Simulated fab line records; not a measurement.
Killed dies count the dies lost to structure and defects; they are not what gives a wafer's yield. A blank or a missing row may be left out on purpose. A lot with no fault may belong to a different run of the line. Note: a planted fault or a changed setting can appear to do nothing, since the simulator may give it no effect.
Problem report in the 8D (eight disciplines) form, filled by code | flow nand-harc | the parts of the form that need people (team, actions taken, sign-off) are left out

1. THE PROBLEM
At NHARC_END_SORT_01, killed-at-periphery averages 70.5 over 2 wafers from 2 lots, while fault-free wafers read 3.7, standard deviation 2.2. Measured from the usual mean, that is +30 standard deviations.
The first sign was on wafer L532.1 at day 28 18:28, on prober-01. The record has a number at this step for 6 wafers belonging to 2 lots. The rule behind "out" and "out of limits": a value lying over 4 standard deviations away from the usual mean. All remaining wafers that have a number are taken as sound.

2. WHAT IT IS; WHAT IT IS NOT
question                    | is                                  | is not
which readings at this step | killed-at-periphery, sort_bin_3_pct | killed-at-array, killed-at-other, killed-open, killed-short
which lots                  | L531, L532                          | -
which wafers of those lots  | L531.3, L532.1                      | L531.1, L531.2, L532.2, L532.6
read on which gauges        | prober-01, prober-02                | -
when                        | from day 28 18:28                   | up to then (0 sound wafers); but 4 sound wafers of L531, L532 came after

3. SUSPECTS, AND WHAT RULES EACH OUT
Counting: a tool at a process step up to the reading stays a suspect if it ran every lot that is out. Sound lots after the first of them don't rule it out here, since some wafers of a struck lot are sound.
- the gauge at NHARC_END_SORT_01 is ruled out. The wafers that are out were read on 2 gauges (prober-01, prober-02).
- pvd-sputter-01 at NHARC_P_BONDPAD_PRE_CLEAN_26 (time 30 s): kept. It ran every lot that is out, first L531 (day 11 03:19).
- pvd-sputter-01 at NHARC_THIN_TSV_DEGAS_49 (time 120 s): kept. It ran every lot that is out, first L532 (day 28 07:34).
- pvd-sputter-01 at NHARC_THIN_TSV_PRE_CLEAN_50 (time 30 s): kept. It ran every lot that is out, first L532 (day 28 11:20). With no start given for some of its lots, NHARC_THIN_TSV_PRE_CLEAN_50 uses the hours and lot order of NHARC_THIN_TSV_STRIP_56.
- plasma-asher-01 at NHARC_THIN_TSV_STRIP_56 (strips in O2): kept. It ran every lot that is out, first L532 (day 28 11:20).
Left after counting: pvd-sputter-01 at NHARC_P_BONDPAD_PRE_CLEAN_26, pvd-sputter-01 at NHARC_THIN_TSV_DEGAS_49, pvd-sputter-01 at NHARC_THIN_TSV_PRE_CLEAN_50, plasma-asher-01 at NHARC_THIN_TSV_STRIP_56.

4. THE CAUSE (what the simulator had put in)
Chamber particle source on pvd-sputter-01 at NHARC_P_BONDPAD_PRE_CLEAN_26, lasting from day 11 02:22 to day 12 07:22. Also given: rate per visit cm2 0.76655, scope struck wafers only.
4 suspects survive the count, and this tool is in that group.

5. THE CHAIN OF EFFECTS, in route order
Each row: a reading whose mean over the struck wafers that have a number lies more than 3 standard deviations from the usual. Scope: only readings with a usual standard deviation given in the record; hours: median across lots of the time from each lot's start at the first step in this table that gives one to its start at this step; sigmas: change in usual standard deviations.
hours | step              | reading              | usual  | on struck wafers | change | sigmas
0     | NHARC_END_SORT_01 | defect-limited-yield | 92.7 % | 81.7             | -11.0  | -4.3
0     | NHARC_END_SORT_01 | killed-at-periphery  | 3.7    | 70.5             | +66.8  | +30
0     | NHARC_END_SORT_01 | killed-dies          | 50     | 124              | +74    | +4.1
0     | NHARC_END_SORT_01 | sort_bin_2_pct       | 2.5 %  | 7.6              | +5.1   | +4.6
0     | NHARC_END_SORT_01 | sort_bin_3_pct       | 0.6 %  | 3.6              | +3.0   | +8.3
0     | NHARC_END_SORT_01 | sort-n-pass          | 627    | 552              | -74    | -4.1
0     | NHARC_END_SORT_01 | sort-yield-pct       | 92.7 % | 81.7             | -11.0  | -4.3

6. WHAT WOULD HAVE CAUGHT IT SOONER
In this record the first reading out of limits at a measuring or inspecting step was taken at day 28 18:28, 424 hours after the fault began at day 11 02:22.
Tool readings at NHARC_P_BONDPAD_PRE_CLEAN_26 with a usual standard deviation given in the record: none out on any struck wafer, hence no alarm at a limit of 4 standard deviations on them.
By day 28 18:28 the whole set of lots that are out, 2 in number, had already begun NHARC_P_BONDPAD_PRE_CLEAN_26 on pvd-sputter-01. Tool hold at that time: it would have spared none of them.
